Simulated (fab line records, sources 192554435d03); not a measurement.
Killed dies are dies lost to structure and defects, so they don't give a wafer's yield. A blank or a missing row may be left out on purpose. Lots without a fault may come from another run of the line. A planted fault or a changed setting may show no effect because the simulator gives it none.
fab line records | flow n5_finfet
record lots=24 wafers=72 last_day=18
route steps=1938 shown BEOL_M10@1493 BEOL_M11@1550
lots that met no fault: from a run of the same line without faults
start_h: hours from the record's first day to the start of the lot's first wafer shown | wait_h: hours since the lot's step before | " the same as in the row above | L1.1+2: a row that stands for several wafers | - no value, or no start given | * or withheld: withheld | < > ~ a bound
route shown NAME@n: a module of which the file shows steps, and the number in the route of the first | usual: mean/standard deviation of fault-free wafers | same: alike in all rows | chamber/n: place in a boat | sites: the reading at each site | _std_site: their standard deviation | _edge_site: outer sites' mean less inner sites' | radius_mm: how far each site lies from the wafer's centre | mask NAME#n: copy n | behind: the tool/chamber that last shaped the wafer | hold: why the lot was held/for how many hours/how that ended | device: the transistor (n, p or np) that didn't switch | end of line: the same wafers' tests at the end of the route | a step without rows: its recipe alone | killed: dies lost to structure and defects at the first sort, not the wafer's yield | map: a wafer's dies, x killed, . not, _ none there
set.NAME: the setting as run; set.NAME@STEP: as run at that earlier step | model.NAME: the simulator's own value behind a step, which no gauge read
steps of the route over a sample of lots; a table a step, a row a wafer
services: from which hour (start_h, from the record's first day; less than 0 if before it) a tool's chamber was out of use, for how many hours, and why
## steps
# step N5_BEOL_M10_CD_MEAS_18
# recipe pitch_nm=140 target_cd_nm=70
# usual cd_nm=70.0/0.62
# columns lot.wafer tool chamber start_h wait_h cd_nm
L074.3 cd_sem-01 - 226.71 0.1 69.6
L074.4 " - " " 70.4
L074.6 " - " " 70.5
L075.1 cd_sem-01 - 243.14 0.0 70.7
L075.2 " - " " 70.4
L075.4 " - " " 69.9
L076.2 cd_sem-03 - 250.01 0.1 70.8
L076.3 " - " " 70.2
L076.5 " - " " 70.4
L077.1 cd_sem-01 - 250.47 0.0 69.7
L077.3 " - " " 69.4
L077.5 " - " " 70.1
L078.1 cd_sem-03 - 250.57 0.0 70.3
L078.3 " - " " 69.9
L078.6 " - " " 69.8
L079.3 cd_sem-01 - 256.49 0.1 68.8
L079.4 " - " " 69.1
L079.5 " - " " 68.8
L080.1 cd_sem-03 - 262.28 0.0 70.8
L080.3 " - " " 69.6
L080.5 " - " " 69.2
L081.2 cd_sem-01 - 262.51 0.1 69.8
L081.4 " - " " 70.3
L081.6 " - " " 70.3
L082.3 cd_sem-01 - 266.07 0.1 70.6
L082.5 " - " " 70.6
L082.6 " - " " 70.2
L083.2 cd_sem-02 - 276.84 0.1 69.9
L083.4 " - " " 69.8
L083.6 " - " " 69.9
L084.1 cd_sem-02 - 278.15 0.0 69.7
L084.4 " - " " 69.9
L084.6 " - " " 69.3
L085.2 cd_sem-01 - 293.71 0.1 70.1
L085.3 " - " " 71.0
L085.6 " - " " 70.6
L086.2 cd_sem-03 - 301.83 0.1 70.4
L086.5 " - " " 70.4
L086.6 " - " " 69.9
L087.1 cd_sem-01 - 309.18 0.0 70.7
L087.2 " - " " 70.2
L087.6 " - " " 70.3
L088.4 cd_sem-03 - 312.67 0.1 70.3
L088.5 " - " " 69.8
L088.6 " - " " 69.7
L090.2 cd_sem-01 - 320.52 0.1 71.6
L090.3 " - " " 71.6
L090.4 " - " " 71.0
L089.3 cd_sem-01 - 325.69 0.1 68.8
L089.4 " - " " 69.3
L089.5 " - " " 69.0
L091.1 cd_sem-01 - 327.73 0.0 69.8
L091.2 " - " " 69.9
L091.4 " - " " 70.1
L093.1 cd_sem-01 - 336.91 0.1 69.1
L093.3 " - " " 69.3
L093.4 " - " " 69.5
L092.3 cd_sem-03 - 344.31 0.1 70.2
L092.5 " - " " 69.9
L092.6 " - " " 70.1
L094.1 cd_sem-01 - 345.11 0.0 69.6
L094.3 " - " " 69.3
L094.4 " - " " 69.1
L095.2 cd_sem-03 - 345.17 0.1 70.0
L095.3 " - " " 70.7
L095.4 " - " " 70.4
L096.2 cd_sem-02 - 352.12 0.1 70.0
L096.3 " - " " 69.8
L096.4 " - " " 69.6
L097.2 cd_sem-01 - 371.88 0.1 69.5
L097.4 " - " " 69.7
L097.5 " - " " 69.9
# step N5_BEOL_M10_INSPECT_30
# recipe mode=adi inspect_instrument=brightfield
# usual raw_defect_count=434/120
# columns lot.wafer tool chamber start_h wait_h raw_defect_count
L074.3 defect_inspect-02 - 227.17 0.0 498
L074.4 " - " " 662
L074.6 " - " " 446
L075.1 defect_inspect-02 - 244.37 0.0 448
L075.2 " - " " 488
L075.4 " - " " 434
L077.1 defect_inspect-02 - 251.41 0.0 472
L077.3 " - " " 404
L077.5 " - " " 322
L076.2 defect_inspect-02 - 251.58 0.0 910
L076.3 " - " " 1081
L076.5 " - " " 771
L078.1 defect_inspect-01 - 251.74 0.0 580
L078.3 " - " " 455
L078.6 " - " " 543
L079.3 defect_inspect-02 - 257.53 0.0 299
L079.4 " - " " 286
L079.5 " - " " 316
L080.1 defect_inspect-01 - 262.62 0.0 474
L080.3 " - " " 474
L080.5 " - " " 493
L081.2 defect_inspect-01 - 263.03 0.0 418
L081.4 " - " " 470
L081.6 " - " " 392
L082.3 defect_inspect-01 - 267.56 0.0 396
L082.5 " - " " 380
L082.6 " - " " 432
L083.2 defect_inspect-01 - 278.28 0.0 431
L083.4 " - " " 342
L083.6 " - " " 384
L084.1 defect_inspect-02 - 278.63 0.0 312
L084.4 " - " " 319
L084.6 " - " " 480
L085.2 defect_inspect-01 - 295.49 0.0 473
L085.3 " - " " 403
L085.6 " - " " 451
L086.2 defect_inspect-02 - 302.95 0.0 400
L086.5 " - " " 270
L086.6 " - " " 430
L087.1 defect_inspect-01 - 309.52 0.0 541
L087.2 " - " " 583
L087.6 " - " " 715
L088.4 defect_inspect-01 - 314.40 0.0 327
L088.5 " - " " 418
L088.6 " - " " 321
L090.2 defect_inspect-02 - 322.03 0.0 335
L090.3 " - " " 413
L090.4 " - " " 398
L089.3 defect_inspect-01 - 326.15 0.0 413
L089.4 " - " " 314
L089.5 " - " " 308
L091.1 defect_inspect-02 - 329.15 0.0 384
L091.2 " - " " 442
L091.4 " - " " 409
L093.1 defect_inspect-02 - 338.28 0.0 337
L093.3 " - " " 313
L093.4 " - " " 432
L094.1 defect_inspect-01 - 347.09 0.0 485
L094.3 " - " " 255
L094.4 " - " " 339
L095.2 defect_inspect-02 - 347.26 0.0 483
L095.3 " - " " 411
L095.4 " - " " 338
L092.3 defect_inspect-01 - 347.43 0.0 690
L092.5 " - " " 681
L092.6 " - " " 578
L096.2 defect_inspect-02 - 352.46 0.0 402
L096.3 " - " " 347
L096.4 " - " " 364
L097.2 defect_inspect-02 - 373.67 0.0 388
L097.4 " - " " 396
L097.5 " - " " 400
# step N5_BEOL_M10_ETCH_41
# recipe chemistry=CH3F/O2 target=SiCN target_depth_a=426 taper_deg=2 time_s=86 ion_energy_ev=120 mask_material=TiN pressure_mtorr=30 source_w=395 bias_w=75 Ar_flow_sccm=150 CH3F_flow_sccm=30 O2_flow_sccm=20
# usual drypump_motor_current_A=5.8/0.46 mfc_ar_sccm=150.0/0.44 oes_product_au=0.80/0.065 rf_vpp_V=297.1/1.6 showerhead_plenum_p_Torr=1.99/0.07 throttle_valve_pct=16.27/0.23
# columns lot.wafer tool chamber start_h wait_h drypump_motor_current_A mfc_ar_sccm oes_product_au rf_hours_counter_h rf_vpp_V showerhead_plenum_p_Torr throttle_valve_pct
L074.3 rie_diel-06 1 - - 6.0 150.3 0.72 212 295.0 1.90 16.31
L074.4 " 0 " " 5.3 149.9 0.82 99 299.8 2.11 16.43
L074.6 " 2 " " 5.8 150.6 0.89 - 295.3 1.96 16.09
L075.1 rie_diel-06 1 - - 6.0 150.4 0.70 219 295.0 1.90 16.33
L075.2 " 0 " " 5.4 150.2 0.81 106 297.0 2.11 16.44
L075.4 " 3 " " 5.4 150.2 0.82 64 296.5 1.95 15.92
L077.1 rie_diel-05 0 - - 6.1 149.4 0.86 44 296.9 1.95 16.37
L077.3 " 1 " " 5.9 149.8 0.84 73 296.4 1.94 16.28
L077.5 " 0 " " 6.1 150.0 0.86 - 296.0 1.95 16.36
L076.2 rie_diel-05 3 - - 6.6 149.8 0.74 175 297.9 2.00 16.47
L076.3 " 0 " " 6.1 150.0 0.86 44 295.7 1.95 16.36
L076.5 " 1 " " 5.9 150.5 0.84 - 295.8 1.94 16.29
L078.1 rie_diel-06 1 - - 6.0 149.9 0.70 222 293.5 1.90 16.34
L078.3 " 2 " " 5.8 149.9 0.87 32 296.9 1.96 16.08
L078.6 " 3 " " 5.5 149.9 0.82 - 297.2 1.95 15.94
L079.3 rie_diel-06 2 - - 5.8 150.6 0.87 35 297.2 1.96 16.12
L079.4 " 1 " " 6.0 150.1 0.70 224 294.2 1.90 16.34
L079.5 " 3 " " 5.5 149.8 0.82 - 295.9 1.95 15.94
L080.1 rie_diel-04 2 - - 5.5 149.9 0.70 207 295.6 1.99 16.69
L080.3 " 1 " " 5.3 150.1 0.79 103 298.0 2.10 16.40
L080.5 " 2 " " 5.5 150.2 0.70 - 295.8 1.99 16.68
L081.2 rie_diel-04 1 - - 5.3 150.0 0.79 103 298.7 2.10 16.38
L081.4 " 1 " " 5.3 150.1 0.79 - 299.6 2.10 16.40
L081.6 " 2 " " 5.5 149.7 0.70 - 298.1 1.99 16.69
L082.3 rie_diel-06 0 - - 5.3 149.5 0.80 114 298.9 2.11 16.48
L082.5 " 1 " " 6.0 150.4 0.70 - 296.3 1.90 16.33
L082.6 " 2 " " 5.8 150.8 0.85 - 296.5 1.96 16.12
L083.2 rie_diel-04 3 - - 5.8 149.8 0.83 59 298.6 2.03 16.18
L083.4 " 0 " " 6.7 150.2 0.96 5 299.9 2.13 15.81
L083.6 " 0 " " 6.7 149.6 0.95 - 299.7 2.13 15.83
L084.1 rie_diel-05 2 - - 5.1 149.9 0.87 44 298.6 1.95 16.03
L084.4 " 0 " " 6.1 150.4 0.84 55 296.0 1.95 16.37
L084.6 " 1 " " 5.9 150.3 0.84 - 297.1 1.94 16.34
L085.2 rie_diel-05 0 - - 6.1 149.8 0.84 60 298.4 1.95 16.39
L085.3 " 3 " " 6.6 150.6 0.72 189 297.0 2.00 16.49
L085.6 " 2 " " 5.1 149.8 0.85 - 296.2 1.95 16.04
L086.2 rie_diel-05 1 - - 5.9 150.1 0.83 91 295.9 1.94 16.34
L086.5 " 3 " " 6.7 150.6 0.72 - 297.9 2.00 16.49
L086.6 " 0 " " 6.1 149.0 0.83 - 296.3 1.95 16.38
L087.1 rie_diel-04 0 - - 6.7 149.4 0.93 15 300.8 2.13 15.84
L087.2 " 2 " " 5.5 149.7 0.69 225 297.6 1.99 16.73
L087.6 " 1 " " 5.3 149.3 0.77 - 300.0 2.09 16.42
L088.4 rie_diel-05 1 - - 5.9 150.0 0.81 95 296.6 1.93 16.34
L088.5 " 3 " " 6.6 150.6 0.72 - 297.7 1.99 16.51
L088.6 " 2 " " 5.1 149.7 0.84 - 296.5 1.94 16.03
L090.2 rie_diel-04 1 - - 5.3 150.3 0.77 126 299.9 2.09 16.46
L090.3 " 2 " " 5.5 149.5 0.69 231 298.4 1.99 16.74
L090.4 " 3 " " 5.8 150.4 0.81 75 297.4 2.02 16.24
L089.3 rie_diel-06 0 - - 5.4 150.5 0.79 131 300.3 2.10 16.49
L089.4 " 3 " " 5.4 150.5 0.79 91 297.0 1.94 15.99
L089.5 " 2 " " 5.8 150.0 0.85 - 295.4 1.95 16.14
L091.1 rie_diel-06 2 - - 5.8 150.3 0.82 57 295.9 1.95 16.16
L091.2 " 1 " " 6.0 149.9 0.68 246 295.3 1.89 16.40
L091.4 " 0 " " 5.3 149.5 0.77 132 299.5 2.10 16.50
L093.1 rie_diel-06 2 - - 5.8 150.2 0.83 60 296.2 1.95 16.16
L093.3 " 0 " " 5.3 150.2 0.78 136 297.8 2.10 16.51
L093.4 " 3 " " 5.4 149.7 0.78 95 294.2 1.94 15.99
L094.1 rie_diel-04 0 - - 6.7 150.2 0.88 28 300.8 2.12 15.86
L094.3 " 2 " " 5.5 149.0 0.67 240 297.1 1.98 16.74
L094.4 " 1 " " 5.3 149.7 0.75 135 298.6 2.09 16.46
L095.2 rie_diel-06 2 - - 5.7 150.7 0.82 64 296.0 1.95 16.18
L095.3 " 0 " " 5.3 150.1 0.78 139 298.9 2.10 16.49
L095.4 " 3 " " 5.4 150.0 0.78 - 297.1 1.94 16.00
L092.3 rie_diel-05 1 - - 5.9 150.2 0.80 110 297.5 1.93 16.36
L092.5 " 1 " " 5.9 150.6 0.80 - 295.4 1.93 16.35
L092.6 " 0 " " 6.0 150.0 0.80 - 296.0 1.94 16.41
L096.2 rie_diel-04 0 - - 6.7 150.2 0.89 30 300.0 2.12 15.84
L096.3 " 3 " " 5.8 150.0 0.80 87 296.6 2.02 16.23
L096.4 " 1 " " 5.3 149.6 0.75 137 297.9 2.09 16.46
L097.2 rie_diel-05 1 - - 5.9 150.4 0.79 122 295.8 1.93 16.40
L097.4 " 2 " " 5.1 150.7 0.81 82 296.4 1.94 16.08
L097.5 " 1 " " 5.9 150.1 0.79 - 295.4 1.93 16.40
# step N5_BEOL_M10_ALD_74
# recipe material=TaN target_thk_a=20 temp_c=275 ald_precursor_family=PDMAT ald_co_reactant=NH3 pressure_torr=3 carrier_flow_sccm=1500 pulse_time_s=2 purge_time_s=3 co_reactant_purge_time_s=2 co_reactant_pulse_time_s=3 ald_cycles=40 precursor_vessel_temp_c=75 precursor_vessel_pressure_torr=26.25 precursor_vessel_carrier_sccm=1000
# usual heater_power_w=430/55
# same ald_cycles=40 purge_time_s=3
# columns lot.wafer tool chamber start_h wait_h heater_power_w since_wet_clean_h
L074.3 ald_metal-04 2 228.38 0.0 443 6045
L074.4 " 0 " " 377 6045
L074.6 " 2 " " 451 -
L075.1 ald_metal-04 3 246.13 0.1 304 6063
L075.2 " 2 " " 470 6063
L075.4 " 1 " " 507 6063
L077.1 ald_metal-04 0 252.85 0.1 374 6070
L077.3 " 2 " " 463 6070
L077.5 " 2 " " 454 -
L076.2 ald_metal-02 0 253.07 0.1 463 4531
L076.3 " 3 " " 424 4531
L076.5 " 1 " " 407 -
L078.1 ald_metal-04 3 253.41 0.1 315 6070
L078.3 " 0 " " 371 6070
L078.6 " 2 " " 461 -
L079.3 ald_metal-02 0 258.76 0.1 450 4537
L079.4 " 2 " " 459 4537
L079.5 " 2 " " 464 -
L080.1 ald_metal-04 1 264.51 0.0 495 6081
L080.3 " 2 " " 462 6081
L080.5 " 2 " " 455 -
L081.2 ald_metal-01 3 264.76 0.0 410 1466
L081.4 " 1 " " 401 1466
L081.6 " 2 " " 451 -
L082.3 ald_metal-01 2 268.95 0.1 463 1470
L082.5 " 2 " " 460 -
L082.6 " 3 " " 429 -
L083.2 ald_metal-02 1 279.60 0.0 408 4558
L083.4 " 3 " " 436 4558
L083.6 " 2 " " 459 -
L084.1 ald_metal-04 1 280.14 0.0 486 6097
L084.4 " 3 " " 309 6097
L084.6 " 2 " " 443 -
L085.2 ald_metal-04 1 296.86 0.0 506 6114
L085.3 " 0 " " 369 6114
L085.6 " 2 " " 460 -
L086.2 ald_metal-04 1 304.26 0.1 500 6121
L086.5 " 3 " " 311 -
L086.6 " 0 " " 375 -
L087.1 ald_metal-04 3 311.15 0.0 311 6128
L087.2 " 2 " " 460 6128
L087.6 " 1 " " 498 -
L088.4 ald_metal-02 3 315.80 0.1 418 4594
L088.5 " 3 " " 430 -
L088.6 " 0 " " 450 -
L090.2 ald_metal-02 3 324.32 0.1 433 4603
L090.3 " 2 " " 457 4603
L090.4 " 0 " " 466 4603
L089.3 ald_metal-04 3 329.42 0.0 305 6146
L089.4 " 0 " " 369 6146
L089.5 " 1 " " 491 -
L091.1 ald_metal-02 0 330.43 0.0 463 4609
L091.2 " 3 " " 430 4609
L091.4 " 2 " " 455 4609
L093.1 ald_metal-01 2 339.73 0.0 461 1541
L093.3 " 3 " " 432 1541
L093.4 " 0 " " 510 1541
L095.2 ald_metal-02 3 349.08 0.2 432 4627
L095.3 " 2 " " 465 4627
L095.4 " 1 " " 413 4627
L094.1 ald_metal-01 3 349.16 0.2 411 1550
L094.3 " 0 " " 514 1550
L094.4 " 1 " " 394 1550
L092.3 ald_metal-01 1 349.45 0.3 397 1551
L092.5 " 2 " " 463 -
L092.6 " 3 " " 431 -
L096.2 ald_metal-02 0 353.72 0.1 454 4632
L096.3 " 1 " " 408 4632
L096.4 " 0 " " 457 -
L097.2 ald_metal-01 3 376.48 0.0 433 1578
L097.4 " 1 " " 404 1578
L097.5 " 1 " " 393 -
# step N5_BEOL_M10_INSPECT_58
# recipe inspect_instrument=darkfield mode=post_dep
# usual raw_defect_count=72/22
# columns lot.wafer tool chamber start_h wait_h raw_defect_count
L074.3 defect_inspect-02 - 231.60 0.0 80
L074.4 " - " " 110
L074.6 " - " " 88
L075.1 defect_inspect-01 - 248.08 0.0 58
L075.2 " - " " 79
L075.4 " - " " 63
L077.1 defect_inspect-02 - 256.01 0.0 49
L077.3 " - " " 73
L077.5 " - " " 60
L076.2 defect_inspect-02 - 256.45 0.0 68
L076.3 " - " " 95
L076.5 " - " " 124
L078.1 defect_inspect-02 - 256.71 0.0 87
L078.3 " - " " 101
L078.6 " - " " 88
L079.3 defect_inspect-01 - 262.09 0.0 64
L079.4 " - " " 68
L079.5 " - " " 48
L080.1 defect_inspect-01 - 266.14 0.0 61
L080.3 " - " " 61
L080.5 " - " " 75
L081.2 defect_inspect-02 - 266.47 0.0 107
L081.4 " - " " 84
L081.6 " - " " 78
L082.3 defect_inspect-02 - 270.75 0.0 66
L082.5 " - " " 50
L082.6 " - " " 43
L083.2 defect_inspect-01 - 281.76 0.0 76
L083.4 " - " " 55
L083.6 " - " " 31
L084.1 defect_inspect-01 - 283.14 0.0 35
L084.4 " - " " 35
L084.6 " - " " 48
L085.2 defect_inspect-02 - 298.61 0.0 65
L085.3 " - " " 86
L085.6 " - " " 60
L086.2 defect_inspect-01 - 306.24 0.0 92
L086.5 " - " " 41
L086.6 " - " " 70
L087.1 defect_inspect-02 - 312.78 0.0 81
L087.2 " - " " 51
L087.6 " - " " 59
L088.4 defect_inspect-02 - 317.50 0.0 92
L088.5 " - " " 68
L088.6 " - " " 87
L090.2 defect_inspect-01 - 326.54 0.0 56
L090.3 " - " " 47
L090.4 " - " " 43
L089.3 defect_inspect-01 - 330.94 0.0 44
L089.4 " - " " 64
L089.5 " - " " 83
L091.1 defect_inspect-01 - 331.95 0.0 93
L091.2 " - " " 67
L091.4 " - " " 80
L093.1 defect_inspect-02 - 342.65 0.0 61
L093.3 " - " " 63
L093.4 " - " " 36
L094.1 defect_inspect-01 - 350.71 0.0 43
L094.3 " - " " 45
L094.4 " - " " 60
L095.2 defect_inspect-01 - 350.82 0.0 86
L095.3 " - " " 81
L095.4 " - " " 85
L092.3 defect_inspect-02 - 351.75 0.0 65
L092.5 " - " " 105
L092.6 " - " " 107
L096.2 defect_inspect-01 - 355.85 0.0 80
L096.3 " - " " 78
L096.4 " - " " 62
L097.2 defect_inspect-02 - 378.56 0.0 102
L097.4 " - " " 77
L097.5 " - " " 96
# step N5_BEOL_M11_OVL_MEAS_12
# recipe points_per_wafer=44
# usual M11_OVL=0.3/0.65
# columns lot.wafer tool chamber start_h wait_h M11_OVL[nm]
L074.3 overlay-02 0 234.44 0.0 -0.2
L074.4 " 0 " " 0.4
L074.6 " 0 " " -0.8
L075.1 overlay-01 0 249.70 0.0 -0.2
L075.2 " 0 " " 0.3
L075.4 " 0 " " 0.1
L077.1 overlay-01 0 258.57 0.0 -0.4
L077.3 " 0 " " 0.4
L077.5 " 0 " " 0.9
L076.2 overlay-01 0 258.79 0.0 1.0
L076.3 " 0 " " 0.7
L076.5 " 0 " " -0.1
L078.1 overlay-01 0 258.96 0.0 1.4
L078.3 " 0 " " 0.6
L078.6 " 0 " " 0.4
L079.3 overlay-02 0 264.74 0.0 -1.5
L079.4 " 0 " " -0.6
L079.5 " 0 " " -0.5
L080.1 overlay-02 0 268.55 0.0 1.1
L080.3 " 0 " " 0.0
L080.5 " 0 " " 0.6
L081.2 overlay-02 0 268.77 0.0 1.6
L081.4 " 0 " " 0.7
L081.6 " 0 " " 0.6
L082.3 overlay-01 0 273.53 0.0 0.5
L082.5 " 0 " " 1.2
L082.6 " 0 " " 0.5
L083.2 overlay-01 0 285.21 0.0 0.7
L083.4 " 0 " " 0.8
L083.6 " 0 " " 1.9
L084.1 overlay-02 0 285.37 0.0 0.5
L084.4 " 0 " " 0.3
L084.6 " 0 " " -0.2
L085.2 overlay-01 0 301.22 0.0 -0.5
L085.3 " 0 " " 0.2
L085.6 " 0 " " 0.2
L086.2 overlay-01 0 308.89 0.0 0.2
L086.5 " 0 " " -0.1
L086.6 " 0 " " 0.2
L087.1 overlay-02 0 315.28 0.0 0.6
L087.2 " 0 " " 1.0
L087.6 " 0 " " 0.2
L088.4 overlay-02 0 320.09 0.0 0.6
L088.5 " 0 " " 2.0
L088.6 " 0 " " 1.4
L090.2 overlay-02 0 327.81 0.0 -0.5
L090.3 " 0 " " 0.0
L090.4 " 0 " " -0.2
L089.3 overlay-01 0 332.61 0.0 -0.1
L089.4 " 0 " " -0.3
L089.5 " 0 " " 1.0
L091.1 overlay-02 0 335.71 0.0 0.2
L091.2 " 0 " " 0.4
L091.4 " 0 " " -0.1
L093.1 overlay-01 0 344.47 0.0 -0.9
L093.3 " 0 " " -0.4
L093.4 " 0 " " -0.6
L094.1 overlay-01 0 353.06 0.0 0.3
L094.3 " 0 " " -0.5
L094.4 " 0 " " -0.1
L095.2 overlay-01 0 353.23 0.0 -0.9
L095.3 " 0 " " -0.6
L095.4 " 0 " " -0.8
L092.3 overlay-01 0 353.47 0.0 -0.3
L092.5 " 0 " " 1.4
L092.6 " 0 " " 0.8
L096.2 overlay-02 0 358.02 0.0 -1.0
L096.3 " 0 " " -0.7
L096.4 " 0 " " 0.9
L097.2 overlay-01 0 382.66 0.0 0.4
L097.4 " 0 " " 0.2
L097.5 " 0 " " -0.1
## services
# columns tool chamber start_h hours kind
ald_metal-02 1 208.12 19.5 repair
ald_metal-01 - 211.38 8.7 pm
rie_diel-04 3 224.03 4.5 repair
rie_diel-06 - 225.76 0.7 repair
rie_diel-04 3 235.85 2.8 repair
rie_diel-05 - 270.27 0.2 repair
ald_metal-01 - 294.70 6.0 pm
rie_diel-04 3 294.87 1.6 repair
rie_diel-04 0 297.11 5.5 repair
ald_metal-02 2 307.11 8.6 repair
ald_metal-04 - 337.25 14.0 pm
ald_metal-04 0 337.25 14.0 vent_cycle
ald_metal-04 1 337.25 14.0 vent_cycle
ald_metal-04 2 337.25 14.0 vent_cycle
ald_metal-04 3 337.25 14.0 vent_cycle
ald_metal-02 0 338.61 3.2 repair
rie_diel-06 1 343.84 - clean
rie_diel-06 1 343.84 - consumable_replace:focus_ring
rie_diel-06 1 343.84 - consumable_replace:showerhead
ald_metal-04 0 351.25 - clean
ald_metal-04 1 351.25 - clean
ald_metal-04 2 351.25 - clean
ald_metal-04 3 351.25 - clean
ald_metal-02 3 352.40 3.2 repair
## key
fault none
